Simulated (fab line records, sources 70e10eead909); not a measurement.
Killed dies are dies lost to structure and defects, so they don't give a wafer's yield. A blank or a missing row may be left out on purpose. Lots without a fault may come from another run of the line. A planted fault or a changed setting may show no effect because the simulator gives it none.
One fault seen from 2 desks | flow nand_harc | each desk has only its own numbers; what lay behind them comes last

THE DEFECT DESK
What the inspections along the route counted, lot by lot: means of the sampled wafers that have a number. A lot is out of limits, marked OUT, if its mean lies more than 4 standard deviations from the usual mean; the brackets give that distance.
Columns: A = raw_defect_count at NHARC_P_START_INSPECT_01, usual 3.5
lot  | first seen here | A
L176 | day 3 02:02     | 3.7
L180 | day 4 18:02     | 3.0
L188 | day 8 02:02     | 1.5
L190 | day 8 22:02     | 5.0
L192 | day 9 18:03     | 2.0
L193 | day 10 04:02    | 2.7
This desk's finding: nothing out of limits on any of the 6 lots.

THE TOOL OWNER'S DESK: litho_track-05
The tool's own readings at NHARC_P_ZERO_WELL_SOFTBAKE_06 (time 70 s): means of the sampled wafers that have a number, for each lot that ran on this tool. A lot is out of limits, marked OUT, if its mean lies more than 4 standard deviations from the usual mean; the brackets give that distance.
Columns: A = heater_power_total_W at NHARC_P_ZERO_WELL_SOFTBAKE_06, usual 200.9 W
lot  | first seen here | A
L180 | day 4 18:00     | 200.6
L188 | day 8 02:00     | 203.1
L190 | day 8 22:00     | 203.8
This desk's finding: nothing out of limits on any of the 3 lots.

PUT TOGETHER
The defect desk saw nothing out of limits.
The tool owner's desk saw nothing out of limits.

WHAT THE SIMULATOR HAD PUT IN
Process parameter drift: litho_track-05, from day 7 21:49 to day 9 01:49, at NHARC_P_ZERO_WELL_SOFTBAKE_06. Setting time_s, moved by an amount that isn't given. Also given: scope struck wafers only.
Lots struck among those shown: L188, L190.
